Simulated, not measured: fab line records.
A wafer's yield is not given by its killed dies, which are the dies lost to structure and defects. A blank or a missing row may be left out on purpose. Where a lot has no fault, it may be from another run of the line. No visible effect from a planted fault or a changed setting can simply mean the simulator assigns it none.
fab line records | flow n5_finfet
[record] lots = 7 wafers = 39
route steps=1938 shown BEOL_M6@1239 BEOL_M10@1470 BEOL_M12@1650
start_h: the number of hours between the record's first day and the start of the first shown wafer of the lot | wait_h: time in hours since the lot's previous step | " the same as in the row above | L1.1+2: a single row standing in for several wafers | - no value, or no start was given | * or withheld: withheld | < > ~ a bound
route shown NAME@n: names a module that has steps shown in the file, with the first one's number in the route | usual: average and standard deviation across the fault-free wafers | same: alike in all rows | chamber/n: place in a boat | sites: each site's reading | _std_site: standard deviation across them | _edge_site: inner sites' mean taken away from outer sites' mean | radius_mm: for every site, how far away it sits from the centre of the wafer | mask NAME#n: copy n | behind: the tool/chamber that last shaped the wafer | hold: why the lot went on hold/how many hours it stayed there/how the hold came to an end | device: transistor that didn't switch, given as n, p or np | end of line: tests run on the same wafers once the route is complete | a step without rows: its recipe alone | killed: count of dies lost to structure and defects at first sort (not the wafer's yield) | map: the dies of a wafer, with x for killed, . for not killed, _ for no die there
set.NAME: the setting that was run; set.NAME@STEP: the one run at that earlier step | model.NAME: the simulator's own value behind a step, which no gauge read
lots run with intentionally changed settings; tables by step, rows by wafer
[[steps]]
[step N5_BEOL_M6_TRENCH_ETCH_37]
[recipe] chemistry = C4F6/O2 target_depth_a = 944.35 target = SiCOH_lowk time_s = 31.5 ion_energy_ev = 250 pressure_mtorr = 30 source_w = 345 bias_w = 185 Ar_flow_sccm = 300 C4F6_flow_sccm = 10 O2_flow_sccm = 10
// columns lot.wafer tool chamber start_h wait_h set.target_depth_a model.etch.depth_nm model.BEOL_M6.feature_depth_nm
L074.1 rie_diel-04 3 - - 1229 125.3 125.2
L074.2 " 0 " " 1229 125.8 125.8
L074.3 " 1 " " 944.35 91.97 92
L074.4 " 2 " " 944.35 92.26 92.2
L074.5 " 1 " " 944.35 92 92
L074.6 " 0 " " 1229 126.4 126.4
L075.1 rie_diel-05 0 - - 575.8 58.03 58
L075.2 " 2 " " 944.35 94.57 94.6
L075.3 " 3 " " 944.35 94.03 94
L075.4 " 2 " " 575.8 57.86 57.8
L075.5 " 3 " " 575.8 57.12 57.2
L075.6 " 0 " " 944.35 94.67 94.6
L076.1 rie_diel-04 2 - - 944.35 92.02 92
L076.2 " 0 " " 944.35 96.71 96.8
L076.3 " 1 " " 944.35 91.79 91.8
L076.4 " 3 " " 944.35 93.89 93.8
L076.5 " 0 " " 944.35 96.32 96.4
L076.6 " 3 " " 944.35 94.97 95
L077.1 rie_diel-05 0 - - 799.9 79.74 79.8
L077.2 " 2 " " 799.9 80.2 80.2
L077.3 " 3 " " 799.9 78.65 78.6
L077.4 " 3 " " 944.35 92.76 92.8
L077.5 " 2 " " 944.35 94.74 94.8
L077.6 " 0 " " 944.35 93.75 93.8
L088.1 rie_diel-04 0 - - 944.35 96.77 96.8
L088.2 " 2 " " 944.35 89.71 89.8
L088.3 " 3 " " 390 39.13 39.2
L088.4 " 1 " " 390 39.67 39.6
L088.5 " 2 " " 390 37.21 37.2
L088.6 " 3 " " 944.35 94.54 94.6
L090.1 rie_diel-04 3 - - 944.35 94.16 94.2
L090.2 " 2 " " 944.35 90.81 90.8
L090.3 " 0 " " 944.35 97.27 97.2
L090.4 " 1 " " 944.35 96.48 96.4
L090.5 " 2 " " 944.35 90.34 90.4
L090.6 " 1 " " 944.35 96.33 96.4
L092.4 rie_diel-05 2 - - 944.35 94.92 95
L092.5 " 2 " " 944.35 94.59 94.6
L092.6 " 1 " " 944.35 95.63 95.6
[step N5_BEOL_M6_ETCH_41]
[recipe] chemistry = CH3F/O2 target = SiCN target_depth_a = 297 taper_deg = 2 time_s = 52 ion_energy_ev = 120 mask_material = TiN pressure_mtorr = 30 source_w = 395 bias_w = 75 Ar_flow_sccm = 150 CH3F_flow_sccm = 30 O2_flow_sccm = 20
[step N5_BEOL_M6_STRIP_80]
[recipe] chemistry = N2/H2 time_s = 10 power_w = 450 temp_c = 40 pressure_mtorr = 20 rf_frequency_hz = 6e+07 bias_power_w = 7 n2_flow_sccm = 200 h2_flow_sccm = 200
[step N5_BEOL_M6_OCD_MEAS_38]
[usual] trench_depth_nm = 94.7/2.2
// columns lot.wafer tool chamber start_h wait_h set.target_depth_a@BEOL_M6_TRENCH_ETCH_37 trench_depth_nm
L074.1 ocd-02 - 182.59 - 1229 125.0
L074.2 " - " " 1229 125.9
L074.3 " - " " 944.35 92.4
L074.4 " - " " 944.35 92.1
L074.5 " - " " 944.35 91.9
L074.6 " - " " 1229 126.2
L075.1 ocd-02 - 188.45 - 575.8 58.4
L075.2 " - " " 944.35 94.3
L075.3 " - " " 944.35 94.3
L075.4 " - " " 575.8 57.7
L075.5 " - " " 575.8 57.2
L075.6 " - " " 944.35 94.6
L076.1 ocd-01 - 189.13 - 944.35 91.9
L076.2 " - " " 944.35 97.0
L076.3 " - " " 944.35 92.1
L076.4 " - " " 944.35 94.3
L076.5 " - " " 944.35 95.6
L076.6 " - " " 944.35 94.5
L077.1 ocd-01 - 197.29 - 799.9 79.8
L077.2 " - " " 799.9 80.1
L077.3 " - " " 799.9 78.5
L077.4 " - " " 944.35 92.7
L077.5 " - " " 944.35 94.7
L077.6 " - " " 944.35 93.9
L088.1 ocd-02 - 265.91 - 944.35 96.7
L088.2 " - " " 944.35 90.0
L088.3 " - " " 390 39.9
L088.4 " - " " 390 39.4
L088.5 " - " " 390 37.3
L088.6 " - " " 944.35 94.8
L090.1 ocd-02 - 276.28 - 944.35 94.1
L090.2 " - " " 944.35 91.0
L090.3 " - " " 944.35 97.1
L090.4 " - " " 944.35 96.4
L090.5 " - " " 944.35 90.2
L090.6 " - " " 944.35 96.4
L092.4 ocd-02 - 290.27 - 944.35 95.7
L092.5 " - " " 944.35 95.0
L092.6 " - " " 944.35 95.8
[step N5_BEOL_M6_HM_STRIP_39]
[recipe] chemistry = peroxide_tin_strip material = TiN target_depth_a = 250 temp_c = 50 time_s = 158
[step N5_BEOL_M6_SRD_40]
[recipe] time_s = 30 temp_c = 23 rinse_liquid = diw dry = ipa_marangoni
[step N5_BEOL_M6_ECD_50]
[recipe] material = Cu target_thk_a = 3000
[step N5_BEOL_M6_ANNEAL_51]
[recipe] temp_c = 225 time_s = 90 ambient = N2
[step N5_BEOL_M6_CMP_52]
[recipe] stop_on = SiCOH_lowk t_overpolish_s = 6.9 down_force_psi = 1 platen_rpm = 50 clearing_platen_down_force_psi = 1.5 clearing_platen_rpm = 50 post_cmp_clean = cu_alkaline target_thk_nm = 80 clearing_platen_pad_velocity_m_s = 0.99484 pad_velocity_m_s = 0.99484
// columns lot.wafer tool chamber start_h wait_h set.target_depth_a@BEOL_M6_TRENCH_ETCH_37 model.Cu_of_BEOL_M6_ECD_50.thk_nm
L074.4 cmp-01 3 184.95 0.1 944.35 80.4
L074.1 " 0 " " 1229 110.2
L074.2 " 1 " " 1229 113.2
L074.3 " 2 " " 944.35 78.2
L074.6 " 3 " " 1229 114.2
L074.5 " 0 " " 944.35 76.6
L075.3 cmp-01 0 190.52 0.2 944.35 78.4
L075.4 " 1 " " 575.8 44.8
L075.1 " 2 " " 575.8 43
L075.2 " 3 " " 944.35 81.2
L075.5 " 0 " " 575.8 40.4
L075.6 " 1 " " 944.35 80.4
L076.2 cmp-03 0 193.15 0.2 944.35 80.4
L076.3 " 1 " " 944.35 77.4
L076.4 " 2 " " 944.35 77
L076.1 " 3 " " 944.35 78
L076.6 " 0 " " 944.35 77.8
L076.5 " 1 " " 944.35 80.6
L077.1 cmp-03 0 201.42 0.3 799.9 63.8
L077.4 " 1 " " 944.35 78.6
L077.2 " 2 " " 799.9 63.6
L077.3 " 3 " " 799.9 64.6
L077.5 " 0 " " 944.35 78.4
L077.6 " 1 " " 944.35 79
L088.4 cmp-01 2 268.69 0.1 390 23
L088.3 " 3 " " 390 25.6
L088.1 " 0 " " 944.35 80.8
L088.2 " 1 " " 944.35 74.2
L088.5 " 2 " " 390 23.2
L088.6 " 3 " " 944.35 80.6
L090.1 cmp-01 2 280.08 0.3 944.35 78.6
L090.2 " 3 " " 944.35 78
L090.4 " 0 " " 944.35 81
L090.3+6 " 1,3 " " 944.35 82.8
L090.5 " 2 " " 944.35 76.8
L092.4 cmp-01 3 292.51 0.7 944.35 81.2
L092.5 " 1 " " 944.35 79.6
L092.6 " 2 " " 944.35 80.8
[step N5_BEOL_M6_THK_MEAS_53]
[recipe] thk_meas_gauge = xrf reads = Cu_of_BEOL_M6_ECD_50
[usual] M6_THK = 80.5/2.6
// columns lot.wafer tool chamber start_h wait_h set.target_depth_a@BEOL_M6_TRENCH_ETCH_37 M6_THK[nm]
L074.1 film_metro-02 - 185.24 - 1229 109.6
L074.2 " - " " 1229 112.6
L074.3 " - " " 944.35 77.6
L074.4 " - " " 944.35 79.7
L074.5 " - " " 944.35 76.3
L074.6 " - " " 1229 114.1
L075.1 film_metro-01 - 190.81 - 575.8 43.4
L075.2 " - " " 944.35 82.5
L075.3 " - " " 944.35 79.3
L075.4 " - " " 575.8 45.3
L075.5 " - " " 575.8 41.1
L075.6 " - " " 944.35 81.4
L076.1 film_metro-02 - 193.44 - 944.35 78.8
L076.2 " - " " 944.35 81.3
L076.3 " - " " 944.35 78.5
L076.4 " - " " 944.35 78.4
L076.5 " - " " 944.35 82.1
L076.6 " - " " 944.35 78.6
L077.1 film_metro-02 - 201.72 - 799.9 65.0
L077.2 " - " " 799.9 64.9
L077.3 " - " " 799.9 65.9
L077.4 " - " " 944.35 80.3
L077.5 " - " " 944.35 80.0
L077.6 " - " " 944.35 80.8
L088.1 film_metro-02 - 268.99 - 944.35 81.5
L088.2 " - " " 944.35 75.2
L088.3 " - " " 390 26.1
L088.4 " - " " 390 23.3
L088.5 " - " " 390 23.7
L088.6 " - " " 944.35 81.7
L090.1 film_metro-02 - 280.38 - 944.35 80.2
L090.2 " - " " 944.35 78.6
L090.3 " - " " 944.35 84.0
L090.4 " - " " 944.35 82.2
L090.5 " - " " 944.35 77.6
L090.6 " - " " 944.35 84.2
L092.4 film_metro-02 - 292.73 - 944.35 82.1
L092.5 " - " " 944.35 80.1
L092.6 " - " " 944.35 81.3
[step N5_BEOL_M6_PRE_CLEAN_55]
[recipe] gas = NH3 time_s = 15 temp_c = withheld rf_power_w = 300
[step N5_BEOL_M6_DEP_56]
[recipe] material = SiCN target_thk_a = 100 temp_c = withheld precursor = 3MS/NH3 pressure_torr = 3 rf_w = 202 time_s = 17.5
[step N5_BEOL_M6_RS_MEAS_57]
[recipe] thk_meas_gauge = four-point-probe reads = Cu_of_BEOL_M6_ECD_50+Co_of_BEOL_M6_CVD_78+TaN_of_BEOL_M6_ALD_77
[usual] M6_RS = 0.287/0.011
// columns lot.wafer tool chamber start_h wait_h set.target_depth_a@BEOL_M6_TRENCH_ETCH_37 M6_RS[ohm/sq]
L074.1 film_metro-01 - 185.37 0.1 1229 0.198
L074.2 " - " " 1229 0.192
L074.3 " - " " 944.35 0.293
L074.4 " - " " 944.35 0.284
L074.5 " - " " 944.35 0.301
L074.6 " - " " 1229 0.190
L075.1 film_metro-01 - 190.94 0.1 575.8 0.614
L075.2 " - " " 944.35 0.281
L075.3 " - " " 944.35 0.293
L075.4 " - " " 575.8 0.578
L075.5 " - " " 575.8 0.665
L075.6 " - " " 944.35 0.284
L076.1 film_metro-01 - 193.57 0.1 944.35 0.295
L076.2 " - " " 944.35 0.285
L076.3 " - " " 944.35 0.297
L076.4 " - " " 944.35 0.299
L076.5 " - " " 944.35 0.284
L076.6 " - " " 944.35 0.295
L077.1 film_metro-01 - 201.85 0.1 799.9 0.375
L077.2 " - " " 799.9 0.376
L077.3 " - " " 799.9 0.369
L077.4 " - " " 944.35 0.293
L077.5 " - " " 944.35 0.293
L077.6 " - " " 944.35 0.290
L088.1 film_metro-01 - 269.12 0.1 944.35 0.283
L088.2 " - " " 944.35 0.313
L088.3 " - " " 390 1.215
L088.4 " - " " 390 1.413
L088.5 " - " " 390 1.392
L088.6 " - " " 944.35 0.284
L090.1 film_metro-01 - 280.52 0.1 944.35 0.292
L090.2 " - " " 944.35 0.295
L090.3 " - " " 944.35 0.275
L090.4 " - " " 944.35 0.282
L090.5 " - " " 944.35 0.301
L090.6 " - " " 944.35 0.275
L092.4 film_metro-01 - 292.87 0.0 944.35 0.281
L092.5 " - " " 944.35 0.288
L092.6 " - " " 944.35 0.283
[step N5_BEOL_M10_ILD_DEP_00]
[recipe] material = SiCOH_lowk target_thk_a = 3085.1 temp_c = 300 precursor = DEMS/porogen pressure_torr = 5 rf_w = 500 time_s = 58
// columns lot.wafer tool chamber start_h wait_h set.target_thk_a model.SiCOH_lowk_of_BEOL_M10_ILD_DEP_00.thk_nm
L074.1 pecvd-01 0 205.91 0.0 3085.1 300.2
L074.2 " 1 " " 3085.1 296.4
L074.3 " 1 " " 3085.1 304
L074.4 " 0 " " 3085.1 304.6
L074.5 " 1 " " 3085.1 300.4
L074.6 " 0 " " 3085.1 302.2
L075.1 pecvd-02 1 212.76 0.0 1775 176.8
L075.2 " 2 " " 3085.1 303.8
L075.3 " 0 " " 3085.1 305.8
L075.4 " 0 " " 3085.1 309.6
L075.5 " 1 " " 1775 181
L075.6 " 2 " " 1775 177.6
L076.1 pecvd-03 1 217.13 0.0 2200 221.8
L076.2 " 2 " " 3085.1 301.8
L076.3 " 0 " " 3085.1 305
L076.4 " 1 " " 3085.1 311.6
L076.5 " 2 " " 2200 219.4
L076.6 " 0 " " 2200 223.8
L077.1 pecvd-01 1 226.55 0.0 2474 244.2
L077.2 " 1 " " 2474 246.2
L077.3 " 1 " " 3085.1 304
L077.4 " 1 " " 2474 244.8
L077.5 " 1 " " 3085.1 302.2
L077.6 " 1 " " 3085.1 304.2
L088.1 pecvd-02 1 292.48 0.0 4084 403.6
L088.2 " 0 " " 3085.1 303.2
L088.3 " 2 " " 4084 401
L088.4 " 1 " " 3085.1 310
L088.5 " 2 " " 4084 409
L088.6 " 0 " " 3085.1 305.6
L090.1 pecvd-01 2 308.16 0.0 3085.1 304
L090.2 " 1 " " 1371 125.6
L090.3 " 0 " " 3085.1 301.4
L090.4 " 0 " " 1371 134.6
L090.5 " 1 " " 1371 127.2
L090.6 " 2 " " 3085.1 308.8
L092.4 pecvd-02 1 318.34 0.1 3085.1 308
L092.5 " 1 " " 3085.1 309.4
L092.6 " 0 " " 3085.1 309
[step N5_BEOL_M10_CURE_71]
[recipe] temp_c = 385 time_s = 240 ambient = He/Ar material = SiCOH_lowk
// columns lot.wafer tool chamber start_h wait_h set.target_thk_a@BEOL_M10_ILD_DEP_00 model.SiCOH_lowk_of_BEOL_M10_ILD_DEP_00.thk_nm
L074.1 uv_cure-03 0 206.02 0.1 3085.1 260.6
L074.2 " 0 " " 3085.1 257.4
L074.3 " 0 " " 3085.1 264
L074.4 " 0 " " 3085.1 264.6
L074.5 " 0 " " 3085.1 261
L074.6 " 0 " " 3085.1 262.4
L075.1 uv_cure-02 0 212.84 0.0 1775 152.4
L075.2 " 0 " " 3085.1 263.8
L075.3 " 0 " " 3085.1 265.6
L075.4 " 0 " " 3085.1 269
L075.5 " 0 " " 1775 156.2
L075.6 " 0 " " 1775 153
L076.1 uv_cure-03 2 217.59 0.4 2200 191.8
L076.2 " 2 " " 3085.1 262
L076.3 " 2 " " 3085.1 265
L076.4 " 2 " " 3085.1 270.6
L076.5 " 2 " " 2200 189.6
L076.6 " 2 " " 2200 193.6
L077.1 uv_cure-01 0 226.75 0.2 2474 211.4
L077.2 " 0 " " 2474 213
L077.3 " 0 " " 3085.1 264
L077.4 " 0 " " 2474 211.8
L077.5 " 0 " " 3085.1 262.4
L077.6 " 0 " " 3085.1 264.2
L088.1 uv_cure-01 2 292.56 0.0 4084 352.6
L088.2 " 2 " " 3085.1 263.2
L088.3 " 2 " " 4084 350.2
L088.4 " 2 " " 3085.1 269.4
L088.5 " 2 " " 4084 357.2
L088.6 " 2 " " 3085.1 265.4
L090.1 uv_cure-02 0 308.53 0.3 3085.1 264
L090.2 " 0 " " 1371 108
L090.3 " 0 " " 3085.1 261.6
L090.4 " 0 " " 1371 115.8
L090.5 " 0 " " 1371 109.4
L090.6 " 0 " " 3085.1 268.4
L092.4 uv_cure-02 1 318.70 0.3 3085.1 267.6
L092.5 " 1 " " 3085.1 268.8
L092.6 " 1 " " 3085.1 268.4
[step N5_BEOL_M10_THK_MEAS_01]
[recipe] reads = SiCOH_lowk_of_BEOL_M10_ILD_DEP_00
[usual] M10_ILD_THK = 265/3.3
// columns lot.wafer tool chamber start_h wait_h set.target_thk_a@BEOL_M10_ILD_DEP_00 M10_ILD_THK[nm]
L074.1 film_metro-02 - 206.53 0.4 3085.1 261
L074.2 " - " " 3085.1 258
L074.3 " - " " 3085.1 264
L074.4 " - " " 3085.1 265
L074.5 " - " " 3085.1 261
L074.6 " - " " 3085.1 262
L075.1 film_metro-02 - 213.35 0.4 1775 152
L075.2 " - " " 3085.1 264
L075.3 " - " " 3085.1 266
L075.4 " - " " 3085.1 269
L075.5 " - " " 1775 156
L075.6 " - " " 1775 153
L076.1 film_metro-02 - 218.11 0.4 2200 192
L076.2 " - " " 3085.1 262
L076.3 " - " " 3085.1 265
L076.4 " - " " 3085.1 271
L076.5 " - " " 2200 190
L076.6 " - " " 2200 194
L077.1 film_metro-02 - 227.26 0.4 2474 211
L077.2 " - " " 2474 213
L077.3 " - " " 3085.1 264
L077.4 " - " " 2474 212
L077.5 " - " " 3085.1 262
L077.6 " - " " 3085.1 264
L088.1 film_metro-01 - 293.07 0.4 4084 352
L088.2 " - " " 3085.1 263
L088.3 " - " " 4084 350
L088.4 " - " " 3085.1 269
L088.5 " - " " 4084 357
L088.6 " - " " 3085.1 265
L090.1 film_metro-02 - 309.04 0.4 3085.1 264
L090.2 " - " " 1371 108
L090.3 " - " " 3085.1 262
L090.4 " - " " 1371 116
L090.5 " - " " 1371 109
L090.6 " - " " 3085.1 269
L092.4 film_metro-02 - 318.97 0.2 3085.1 268
L092.5 " - " " 3085.1 269
L092.6 " - " " 3085.1 268
[step N5_BEOL_M12_SPUTTER_45]
[recipe] material = Cu target_thk_a = 800 temp_c = -20 bias_v = 60 power_w = 26000 chamber_pressure_pa = 0.13 time_s = 13.33
// columns lot.wafer tool chamber start_h wait_h set.time_s
L074.1+5+6 pvd_sputter-02 - 224.24 0.0 6.445
L074.2+3+4 " - " " 13.33
L075.1+2+4 pvd_sputter-02 - 233.26 0.0 10.15
L075.3+5+6 " - " " 13.33
L076.1+4+6 pvd_sputter-03 - 241.11 0.0 5.63
L076.2+3+5 " - " " 13.33
L077.1+3+4 pvd_sputter-02 - 252.27 0.0 13.33
L077.2+5+6 " - " " 5.667
L088.1+2+3+4+5+6 pvd_sputter-03 - 312.23 0.0 13.33
L090.1+3+5 pvd_sputter-03 - 329.87 0.0 13.33
L090.2+4+6 " - " " 8.015
L092.4+5+6 pvd_sputter-03 - 335.91 0.0 13.33
[step N5_BEOL_M12_ECD_47]
[recipe] material = Cu target_thk_a = 7200
[step N5_BEOL_M12_ANNEAL_48]
[recipe] temp_c = 225 time_s = 90 ambient = N2
[step N5_BEOL_M12_DEP_53]
[recipe] material = SiCN target_thk_a = 300 temp_c = withheld precursor = 3MS/NH3 pressure_torr = 3 rf_w = 675 time_s = 10.5
[step N5_BEOL_M12_INSPECT_55]
[recipe] inspect_instrument = darkfield mode = post_dep
[usual] raw_defect_count = 66/24
// columns lot.wafer tool chamber start_h wait_h set.time_s@BEOL_M12_SPUTTER_45 raw_defect_count
L074.1 defect_inspect-02 - 225.24 0.0 6.445 180
L074.2 " - " " 13.33 51
L074.3 " - " " 13.33 54
L074.4 " - " " 13.33 40
L074.5 " - " " 6.445 205
L074.6 " - " " 6.445 199
L075.1 defect_inspect-01 - 234.27 0.0 10.15 88
L075.2 " - " " 10.15 85
L075.3 " - " " 13.33 109
L075.4 " - " " 10.15 96
L075.5 " - " " 13.33 70
L075.6 " - " " 13.33 92
L076.1 defect_inspect-02 - 242.11 0.0 5.63 279
L076.2 " - " " 13.33 60
L076.3 " - " " 13.33 44
L076.4 " - " " 5.63 244
L076.5 " - " " 13.33 79
L076.6 " - " " 5.63 243
L077.1 defect_inspect-02 - 253.27 0.0 13.33 52
L077.2 " - " " 5.667 232
L077.3 " - " " 13.33 58
L077.4 " - " " 13.33 42
L077.5 " - " " 5.667 265
L077.6 " - " " 5.667 244
L088.1 defect_inspect-01 - 313.23 0.0 13.33 77
L088.2 " - " " 13.33 44
L088.3 " - " " 13.33 49
L088.4 " - " " 13.33 54
L088.5 " - " " 13.33 77
L088.6 " - " " 13.33 60
L090.1 defect_inspect-02 - 330.88 0.0 13.33 60
L090.2 " - " " 8.015 122
L090.3 " - " " 13.33 53
L090.4 " - " " 8.015 129
L090.5 " - " " 13.33 75
L090.6 " - " " 8.015 118
L092.4 defect_inspect-02 - 336.92 0.0 13.33 70
L092.5 " - " " 13.33 53
L092.6 " - " " 13.33 68
[[key]]
[split] step = N5_BEOL_M6_TRENCH_ETCH_37 setting = target_depth_a stated = 944.35 by = wafer
[response] step = N5_BEOL_M6_TRENCH_ETCH_37 reading = model.etch.depth_nm change = +0.965 per = 1% r = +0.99
[response] step = N5_BEOL_M6_TRENCH_ETCH_37 reading = model.BEOL_M6.feature_depth_nm change = +0.966 per = 1% r = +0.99
[response] step = N5_BEOL_M6_OCD_MEAS_38 reading = trench_depth_nm change = +0.963 per = 1% r = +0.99
[response] step = N5_BEOL_M6_CMP_52 reading = model.Cu_of_BEOL_M6_ECD_50.thk_nm change = +0.967 per = 1% r = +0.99
[response] step = N5_BEOL_M6_THK_MEAS_53 reading = M6_THK change = +0.977 per = 1% r = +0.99
[response] step = N5_BEOL_M6_RS_MEAS_57 reading = M6_RS change = -0.0129 per = 1% r = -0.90
[split] step = N5_BEOL_M10_ILD_DEP_00 setting = target_thk_a stated = 3085.1 by = wafer
[response] step = N5_BEOL_M10_ILD_DEP_00 reading = model.SiCOH_lowk_of_BEOL_M10_ILD_DEP_00.thk_nm change = +3.07 per = 1% r = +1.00
[response] step = N5_BEOL_M10_CURE_71 reading = model.SiCOH_lowk_of_BEOL_M10_ILD_DEP_00.thk_nm change = +2.69 per = 1% r = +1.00
[response] step = N5_BEOL_M10_THK_MEAS_01 reading = M10_ILD_THK change = +2.7 per = 1% r = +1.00
[split] step = N5_BEOL_M12_SPUTTER_45 setting = time_s stated = 13.33 by = wafer
[response] step = N5_BEOL_M12_INSPECT_55 reading = raw_defect_count change = -2.83 per = 1% r = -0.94
